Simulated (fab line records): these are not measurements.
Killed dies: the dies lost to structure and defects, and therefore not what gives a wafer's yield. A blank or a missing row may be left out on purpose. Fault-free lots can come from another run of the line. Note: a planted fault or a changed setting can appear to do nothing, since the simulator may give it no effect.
Code-filled problem report in 8D (eight disciplines) form / flow nand-harc / the parts of the form that need people (team, actions taken, sign-off) are left out

## 1. THE PROBLEM
killed-dies at NHARC_END_SORT_01 reads a mean of 158 on 6 wafers of 2 lots; wafers without a fault read 61 with a standard deviation of 16. Measured from the usual mean, that is +6.1 standard deviations.
Earliest sighting: wafer L896.2 on prober-02 at day 31 17:58. At this step, 6 wafers from 2 lots have a number in the record. Rule for "out" (also "out of limits"): further than 4 standard deviations from the usual mean. The rest of the wafers with a number are treated as sound.

## 2. WHAT THIS IS AND IS NOT
question=which readings at this step; is=killed-dies, killed-at-array; is not=killed-at-other, killed-open, killed-short
question=which lots; is=L896, L897; is not=-
question=which wafers of those lots; is=all that have a number; is not=-
question=read on which gauges; is=prober-01, prober-02; is not=-
question=when; is=from day 31 17:58; is not=up to then (0 sound wafers)

## 3. THE SUSPECTS, EACH WITH WHAT RULES IT OUT
Counting: a tool stays on the suspect list if, at a process step up to the reading, it processed all lots that are out and no sound lot following the first of them.
- the gauge at NHARC_END_SORT_01 is ruled out. 2 gauges (prober-01, prober-02) read the wafers that are out.
- lpcvd-poly-02 at NHARC_A_WL_FILL_CVD_23 (deposits poly-Si, target thk 40 nm, time 800 s): kept. It ran every lot that is out, first L896 (day 28 06:41), and no sound lot after that.
- pecvd-03 at NHARC_A_BONDPAD_DEP_00 (deposits SiCN, target thk 250 nm): kept. It ran every lot that is out, first L897 (day 30 09:13), and no sound lot after that.
- cmp-02 at NHARC_A_BONDPAD_CMP_29 (polishes SiCN, target thk 200 nm): kept. It ran every lot that is out, first L897 (day 30 09:41), and no sound lot after that.
lpcvd-poly-02 at NHARC_A_WL_FILL_CVD_23, pecvd-03 at NHARC_A_BONDPAD_DEP_00 and cmp-02 at NHARC_A_BONDPAD_CMP_29 are what is left after counting.

## 4. THE CAUSE (what the simulator had put in)
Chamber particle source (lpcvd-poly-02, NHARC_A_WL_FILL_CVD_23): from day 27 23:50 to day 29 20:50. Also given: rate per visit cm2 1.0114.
Counting left 3 suspects, and this tool is among them.

## 5. THE EFFECT CHAIN, in route order
One row per reading whose mean, taken over the struck wafers that have a number, lies over 3 standard deviations from the usual. Only readings for which the record gives a usual standard deviation are gone through. hours: the time from each lot's start at the first step in this table that gives one to its start at this step, as a median over the lots. sigmas: the change in usual standard deviations.
hours=0; step=NHARC_END_SORT_01; reading=killed-at-array; usual=56; on struck wafers=153; change=+97; sigmas=+5.7
hours=0; step=NHARC_END_SORT_01; reading=killed-dies; usual=61; on struck wafers=158; change=+97; sigmas=+6.1

## 6. HOW IT WOULD HAVE BEEN CAUGHT EARLIER
90 hours passed between the start of the fault at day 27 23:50 and the first reading out of limits at a measuring or inspecting step in this record, taken at day 31 17:58.
Tool readings at NHARC_A_WL_FILL_CVD_23 with a usual standard deviation given in the record: none out on any struck wafer, hence no alarm at a limit of 4 standard deviations on them.
Each of the lots that are out, 2 in all, had begun NHARC_A_WL_FILL_CVD_23 on lpcvd-poly-02 no later than day 31 17:58. Holding the tool at that point would not have protected any of them.
